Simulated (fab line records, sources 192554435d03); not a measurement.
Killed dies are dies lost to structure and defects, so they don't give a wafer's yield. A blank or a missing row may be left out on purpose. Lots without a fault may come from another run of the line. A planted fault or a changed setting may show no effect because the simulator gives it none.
Split-lot experiment | flow n5_finfet | 7 lots, 21 wafers read, on a route of 1938 steps

THE SPLIT
At N5_BEOL_M15_EXPOSE_07 (exposes mask V14), the setting dose_mj was moved away from the recipe's 41.25 on 4 of the 21 wafers read, by -6.7% to +2.7%. The other wafers ran this setting at the recipe's value.

FROM THE SPLIT TO THE READING: what the file shows between them, 3 steps
- N5_BEOL_M15_PEB_08: peb time 90 s
- N5_BEOL_M15_DEVELOP_09: develop time 45 s
- N5_BEOL_M15_HARDBAKE_14: time 120 s

THE READING
cd_nm, in nm, at N5_BEOL_M15_CD_MEAS_10 (target cd 360 nm). Fault-free wafers of this fab line usually give 359.7 nm, standard deviation 1.5 nm.

wafer  | tool, chamber at the split | dose_mj as run | against the recipe | cd_nm, nm | against lot-mates on the recipe
L074.1 | krf_scanner-01, 0          | 41.25          | recipe             | 359.5     | -
L074.3 | krf_scanner-01, 0          | 41.25          | recipe             | 360.5     | -
L074.6 | krf_scanner-01, 0          | 41.25          | recipe             | 362.1     | -
L078.1 | krf_scanner-01, 0          | 41.25          | recipe             | 359.2     | -
L078.2 | krf_scanner-01, 0          | 41.25          | recipe             | 357.0     | -
L078.5 | krf_scanner-01, 0          | 41.25          | recipe             | 357.9     | -
L081.1 | krf_scanner-01, 0          | 41.25          | recipe             | 364.3     | -
L081.2 | krf_scanner-01, 0          | 41.25          | recipe             | 360.7     | -
L081.5 | krf_scanner-01, 0          | 41.25          | recipe             | 361.6     | -
L090.1 | krf_scanner-01, 0          | 41.25          | recipe             | 357.3     | -
L090.2 | krf_scanner-01, 0          | 39.49          | -4.3%              | 353.0     | -3.8
L090.3 | krf_scanner-01, 0          | 41.25          | recipe             | 356.2     | -
L088.1 | krf_scanner-01, 0          | 42.36          | +2.7%              | 367.4     | +6.5
L088.3 | krf_scanner-01, 0          | 41.25          | recipe             | 360.9     | -
L088.6 | krf_scanner-01, 0          | 42.36          | +2.7%              | 365.4     | +4.5
L097.1 | krf_scanner-02, 0          | 41.25          | recipe             | 358.4     | -
L097.5 | krf_scanner-02, 0          | 41.25          | recipe             | 356.7     | -
L097.6 | krf_scanner-02, 0          | 41.25          | recipe             | 357.6     | -
L096.1 | krf_scanner-01, 0          | 41.25          | recipe             | 357.9     | -
L096.2 | krf_scanner-01, 0          | 41.25          | recipe             | 357.8     | -
L096.4 | krf_scanner-01, 0          | 38.47          | -6.7%              | 348.7     | -9.2

THE FIT
A straight line over all 21 wafers: cd_nm changes by +1.76 nm for each +1% of dose_mj; r = +0.85; the points scatter about the line by 2.2 nm.
The same after taking each lot's own level away (the mean of its wafers on the recipe; 21 wafers): +1.39 nm for each +1%; r = +0.92; scatter 1.2 nm.
On that fit, the largest move of dose_mj shifts the reading by 9.4 nm.
The lots' own levels span 356.75 to 362.20 nm, that is 3.6 times the standard deviation above.
So the lot-to-lot level changes the slope: the two fits differ.
Check: with one of the wafers moved furthest among these (-6.7%) left out of the fit, the line predicts -9.05 nm for it against its lot-mates. It came out at -9.15 nm against them.

OTHER SPLITS ON THESE WAFERS
These wafers also went through other splits before the reading. Each is held against what the fit with the lots' levels taken away leaves over:
other split on the same wafers | wafers away from the commonest value | r with cd_nm (lot level and that fit taken away)
N5_BEOL_M10_VIA_ETCH_34 time_s | 13                                   | -0.45
N5_BEOL_M10_ETCH_41 source_w   | 8                                    | +0.11
N5_BEOL_M11_PECVD_70 time_s    | 7                                    | -0.11
N5_BEOL_M12_SPUTTER_44 time_s  | 8                                    | -0.10
N5_BEOL_M15_ILD_DEP_00 time_s  | 6                                    | +0.05

THE FILE'S OWN FIT
cd_nm changes by +1.3 nm for each +1% of dose_mj, r = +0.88.
